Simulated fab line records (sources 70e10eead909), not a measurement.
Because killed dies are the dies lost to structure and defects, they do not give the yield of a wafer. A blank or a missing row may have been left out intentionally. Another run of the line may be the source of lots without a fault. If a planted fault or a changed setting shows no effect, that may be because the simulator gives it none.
Which tool was responsible? ; flow nandHarc ; 42 wafers from 14 lots sampled at 6 of the route's 1302 steps

== WHAT EACH GAUGE READ, for each wafer ==
NHARC_P_CONTACT_CD_MEAS_12: the cd target is 90 nm. Usual: cdNm reads 89.8 nm (standard deviation 0.53).
lot;measured;on;cdNm (nm);flag
L368;day 5 21:04;cdSem-01;89.7 89.8 89.6;
L370;day 6 13:18;cdSem-02;90.6 90.2 89.7;
L369;day 6 13:55;cdSem-02;89.5 89.0 89.5;
L371;day 6 23:43;cdSem-03;89.4 90.0 90.4;
L373;day 7 21:05;cdSem-01;89.6 90.0 89.6;
L375;day 9 00:38;cdSem-02;89.9 89.8 89.5;
L377;day 9 15:35;cdSem-03;90.2 89.9 90.0;
L378;day 10 00:01;cdSem-03;89.6 89.5 89.8;
L379;day 10 08:43;cdSem-01;89.7 89.9 89.7;
L380;day 10 18:17;cdSem-01;89.7 90.1 91.0;
L384;day 12 15:40;cdSem-01;90.1 89.9 90.4;
L388;day 14 04:10;cdSem-02;48.7 48.9 48.6;OFF
L389;day 14 16:48;cdSem-01;89.2 89.4 89.8;
L390;day 15 07:38;cdSem-03;59.2 58.9 58.4;OFF

NHARC_P_CONTACT_CD_MEAS_19. Usual: cdNm reads 89.4 nm (standard deviation 1).
lot;measured;on;cdNm (nm);flag
L368;day 5 22:07;cdSem-02;91.3 89.8 90.7;
L370;day 6 14:21;cdSem-02;88.7 87.9 88.6;
L369;day 6 14:58;cdSem-01;88.9 88.7 89.8;
L371;day 7 00:46;cdSem-02;88.4 89.8 89.4;
L373;day 7 22:18;cdSem-03;88.0 88.9 88.1;
L375;day 9 01:41;cdSem-02;90.0 89.2 89.7;
L377;day 9 16:49;cdSem-02;89.6 89.3 89.3;
L378;day 10 01:04;cdSem-03;88.6 87.8 89.9;
L379;day 10 09:48;cdSem-02;90.0 89.3 91.6;
L380;day 10 19:20;cdSem-03;89.5 87.9 91.8;
L384;day 12 16:44;cdSem-02;90.2 90.3 90.5;
L388;day 14 05:13;cdSem-02;46.7 48.6 47.1;OFF
L389;day 14 18:01;cdSem-02;91.1 88.2 89.9;
L390;day 15 08:41;cdSem-02;59.5 56.9 58.9;OFF

== WHAT TOOL EACH LOT RAN ON (gives the tool, then ch and the chambers of the sampled wafers, and finally the start) ==
lot;NHARC_P_GATE_RTA_64;NHARC_P_CONTACT_DEP_30;NHARC_P_CONTACT_EXPOSE_09;NHARC_P_CONTACT_ETCH_36
L368;rtpAnneal-02 ch 0, day 5 18:09;pecvd-04 ch 0,1,2, day 5 19:45;arfiScanner-03 ch 0, day 5 20:56;rieDiel-11 ch 1,2, day 5 22:07 or earlier
L370;rtpAnneal-02 ch 0, day 6 10:35;pecvd-04 ch 1,2, day 6 11:53;arfiScanner-03 ch 0, day 6 13:10;rieDiel-11 ch 0,1,3, day 6 14:21 or earlier
L369;rtpAnneal-01 ch 0, day 6 10:55;pecvd-04 ch 0,1,2, day 6 12:22;arfiScanner-01 ch 0, day 6 13:46;rieDiel-12 ch 0,1,3, day 6 14:58 or earlier
L371;rtpAnneal-02 ch 0, day 6 20:58;pecvd-02 ch 0,1,2, day 6 22:17;arfiScanner-01 ch 0, day 6 23:34;rieDiel-12 ch 0,1,3, day 7 00:46 or earlier
L373;rtpAnneal-01 ch 0, day 7 18:14;pecvd-04 ch 0,1, day 7 19:33;arfiScanner-02 ch 0, day 7 20:58;rieDiel-12 ch 1,2,3, day 7 22:18 or earlier
L375;rtpAnneal-02 ch 0, day 8 21:44;pecvd-02 ch 0,1, day 8 23:05;arfiScanner-02 ch 0, day 9 00:29;rieDiel-12 ch 0,1,2, day 9 01:41 or earlier
L377;rtpAnneal-01 ch 0, day 9 12:41;pecvd-02 ch 0,1, day 9 14:08;arfiScanner-03 ch 0, day 9 15:27;rieDiel-12 ch 0,3, day 9 16:49 or earlier
L378;rtpAnneal-02 ch 0, day 9 21:10;pecvd-04 ch 0,1, day 9 22:31;arfiScanner-01 ch 0, day 9 23:52;rieDiel-11 ch 2,3, day 10 01:04 or earlier
L379;rtpAnneal-02 ch 0, day 10 05:56;pecvd-02 ch 0,1,2, day 10 07:17;arfiScanner-01 ch 0, day 10 08:34;rieDiel-11 ch 1,2,3, day 10 09:48 or earlier
L380;rtpAnneal-01 ch 0, day 10 15:33;pecvd-01 ch 0,2, day 10 16:56;arfiScanner-01 ch 0, day 10 18:09;rieDiel-11 ch 0,2,3, day 10 19:20 or earlier
L384;rtpAnneal-02 ch 0, day 12 12:31;pecvd-02 ch 0,1, day 12 14:12;arfiScanner-03 ch 0, day 12 15:32;rieDiel-07 ch 0,1,3, day 12 16:44 or earlier
L388;rtpAnneal-01 ch 0, day 14 01:19;pecvd-04 ch 0,1,2, day 14 02:41;arfiScanner-03 ch 0, day 14 04:01;rieDiel-11 ch 0,3, day 14 05:13 or earlier
L389;rtpAnneal-02 ch 0, day 14 13:58;pecvd-01 ch 0,2, day 14 15:15;arfiScanner-02 ch 0, day 14 16:40;rieDiel-07 ch 1,2,3, day 14 18:01 or earlier
L390;rtpAnneal-02 ch 0, day 15 04:46;pecvd-04 ch 0,1,2, day 15 06:06;arfiScanner-03 ch 0, day 15 07:29;rieDiel-11 ch 0,1,3, day 15 08:41 or earlier
- NHARC_P_GATE_RTA_64: time 1 s.
- NHARC_P_CONTACT_DEP_30: deposits SiNx, target thk 30 nm.
- NHARC_P_CONTACT_EXPOSE_09: exposes mask P CA, target cd 90 nm.
- NHARC_P_CONTACT_ETCH_36: etches the open film in N2/H2, target depth 260 nm, time 406.25 s.

== WHAT THE TOOLS THEMSELVES READ (means of the sampled wafers that have a number; where no wafer has one, the mark that the record gives instead) ==
NHARC_P_GATE_RTA_64. Usual: lampPowerPct 34.8 %, standard deviation 1.5; wafer_temp_C_max 1057.7, standard deviation 1.5.
lot;tool;lampPowerPct (%);wafer_temp_C_max;flag
L368;rtpAnneal-02;33.4;1056.5;
L370;rtpAnneal-02;33.4;1056.2;
L369;rtpAnneal-01;36.5;1059.1;
L371;rtpAnneal-02;33.4;1055.1;
L373;rtpAnneal-01;36.5;1057.8;
L375;rtpAnneal-02;33.4;1057.3;
L377;rtpAnneal-01;36.4;1058.7;
L378;rtpAnneal-02;33.4;1056.5;
L379;rtpAnneal-02;33.4;1057.2;
L380;rtpAnneal-01;36.4;1058.2;
L384;rtpAnneal-02;33.4;1057.7;
L388;rtpAnneal-01;36.3;1058.6;
L389;rtpAnneal-02;33.4;1055.8;
L390;rtpAnneal-02;33.4;1057.2;

NHARC_P_CONTACT_DEP_30. Usual: heaterPowerW reads 708 W (standard deviation 110).
lot;tool;heaterPowerW (W);flag
L368;pecvd-04;739;
L370;pecvd-04;818;
L369;pecvd-04;790;
L371;pecvd-02;605;
L373;pecvd-04;623;
L375;pecvd-02;608;
L377;pecvd-02;614;
L378;pecvd-04;641;
L379;pecvd-02;654;
L380;pecvd-01;714;
L384;pecvd-02;653;
L388;pecvd-04;761;
L389;pecvd-01;682;
L390;pecvd-04;744;

NHARC_P_CONTACT_EXPOSE_09. Usual: exposureDoseMJCm2 81.18, standard deviation 0.088; reticleTempC 23.00 C, standard deviation 0.11.
lot;tool;exposureDoseMJCm2;reticleTempC (C);flag
L368;arfiScanner-03;81.17;22.94;
L370;arfiScanner-03;81.33;23.02;
L369;arfiScanner-01;81.20;22.93;
L371;arfiScanner-01;81.20;22.98;
L373;arfiScanner-02;81.19;22.90;
L375;arfiScanner-02;81.00;23.15;
L377;arfiScanner-03;81.19;23.07;
L378;arfiScanner-01;81.33;23.04;
L379;arfiScanner-01;81.26;22.99;
L380;arfiScanner-01;81.22;23.06;
L384;arfiScanner-03;81.22;23.02;
L388;arfiScanner-03;41.03;22.78;OFF
L389;arfiScanner-02;81.08;23.09;
L390;arfiScanner-03;49.13;23.01;OFF

NHARC_P_CONTACT_ETCH_36. Usual: drypumpMotorCurrentA 5.9 A, standard deviation 0.36; oesProductAu 0.999 a.u., standard deviation 0.0082; rfVppV 431.2 V, standard deviation 2.3; showerheadPlenumPTorr 2.06 Torr, standard deviation 0.076; throttleValvePct 14.172 %, standard deviation 0.0093.
lot;tool;drypumpMotorCurrentA (A);oesProductAu (a.u.);rfVppV (V);showerheadPlenumPTorr (Torr);throttleValvePct (%);flag
L368;rieDiel-11;5.7;1.010;433.3;2.14;14.168;
L370;rieDiel-11;6.1;1.001;431.4;2.09;14.167;
L369;rieDiel-12;5.9;0.996;431.3;2.06;14.171;
L371;rieDiel-12;5.8;0.998;430.7;2.06;14.150;
L373;rieDiel-12;6.0;0.985;430.5;2.03;14.175;
L375;rieDiel-12;5.8;0.996;431.4;2.07;14.180;
L377;rieDiel-12;5.7;1.007;430.3;2.06;14.169;
L378;rieDiel-11;6.1;0.987;429.7;2.02;14.166;
L379;rieDiel-11;5.9;0.999;431.4;2.08;14.174;
L380;rieDiel-11;6.2;0.993;431.0;2.08;14.175;
L384;rieDiel-07;6.1;1.007;430.2;2.04;14.168;
L388;rieDiel-11;6.3;1.012;429.5;2.02;14.171;
L389;rieDiel-07;5.8;1.005;431.9;2.08;14.173;
L390;rieDiel-11;6.1;1.007;430.9;2.09;14.177;

== THE ANSWER, worked out from the rows above alone ==
Rule: a lot is off if the mean of its wafers that have a number lies more than 3 standard deviations from the usual mean. A lot without any number at a reading at which 4 lots or more have one is off too. All remaining lots with rows at the step are treated as sound. After the gauges, taken in route order, come the tools' own readings; for these a lot's mean is taken, as printed above. At the first step where some lot is off, the reading lying furthest off is the one used; lots without a number count as furthest.
Off: L388, L390 (NHARC_P_CONTACT_CD_MEAS_12, cdNm).
A tool fits if, at a process step before that reading, it ran every lot that is off, and no sound lot after the first of them. Not tried: the gauges at NHARC_P_CONTACT_CD_MEAS_12; whatever is off there is also off at NHARC_P_CONTACT_EXPOSE_09, on other tools, and gauge error can't account for it. 2 tools fit, pecvd-04 at NHARC_P_CONTACT_DEP_30 and arfiScanner-03 at NHARC_P_CONTACT_EXPOSE_09, so this cannot tell which one it is.

== WHAT WAS PUT IN BY THE SIMULATOR ==
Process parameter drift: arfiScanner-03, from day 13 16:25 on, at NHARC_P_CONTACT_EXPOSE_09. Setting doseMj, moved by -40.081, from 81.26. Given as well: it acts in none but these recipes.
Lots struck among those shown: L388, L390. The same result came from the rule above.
